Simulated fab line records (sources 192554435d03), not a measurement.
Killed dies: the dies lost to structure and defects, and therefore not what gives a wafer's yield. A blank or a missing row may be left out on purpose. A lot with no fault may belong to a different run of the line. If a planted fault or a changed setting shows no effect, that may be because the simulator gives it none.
Matching of chambers :: flow n5-finfet :: N5_GATE_CUT_HM_OPEN_40 on rie-diel-03: 4 sister chambers
The step chemistry C4F6/O2, target SiO2, target depth 139 nm, time 85.1 s. 4 wafers are shown with their chamber, then 11 later ones without.

WAFERS PAIRED WITH THEIR CHAMBERS
wafer: L085.3
chamber: 0
rf-vpp-V (V): 668

wafer: L087.1
chamber: 3
rf-vpp-V (V): 677

wafer: L087.4
chamber: 1
rf-vpp-V (V): 690

wafer: L088.1
chamber: 2
rf-vpp-V (V): 615

WAFERS MISSING THEIR CHAMBER
wafer: L088.3
rf-vpp-V (V): 690

wafer: L088.6
rf-vpp-V (V): 678

wafer: L093.3
rf-vpp-V (V): 615

wafer: L093.5
rf-vpp-V (V): 675

wafer: L093.6
rf-vpp-V (V): 667

wafer: L094.1
rf-vpp-V (V): 666

wafer: L094.3
rf-vpp-V (V): 690

wafer: L094.5
rf-vpp-V (V): 691

wafer: L096.3
rf-vpp-V (V): 676

wafer: L096.5
rf-vpp-V (V): 678

wafer: L096.6
rf-vpp-V (V): 667

THE CHAMBER EACH PASSED THROUGH
wafer: L088.3
from the rows above: 1
in truth: 1

wafer: L088.6
from the rows above: 3
in truth: 3

wafer: L093.3
from the rows above: 2
in truth: 2

wafer: L093.5
from the rows above: 3
in truth: 3

wafer: L093.6
from the rows above: 0
in truth: 0

wafer: L094.1
from the rows above: 0
in truth: 0

wafer: L094.3
from the rows above: 1
in truth: 1

wafer: L094.5
from the rows above: 1
in truth: 1

wafer: L096.3
from the rows above: 3
in truth: 3

wafer: L096.5
from the rows above: 3
in truth: 3

wafer: L096.6
from the rows above: 0
in truth: 0
Placed correctly: 11 of 11. Not placeable from these rows: 0. Number placed wrongly: 0.
How it was worked out, from the rows above alone: a wafer's distance from a chamber is the root of the sum, over the readings, of the square of ((its reading less the chamber's mean) divided by the reading's scatter). The wafer belongs to the nearest chamber; if the next one is less than 2 further off, it can't be placed. A chamber's mean is the mean of its shown wafers. The scatter: root of mean squared gap, hidden wafer to nearest shown wafer, with one shown wafer a chamber.
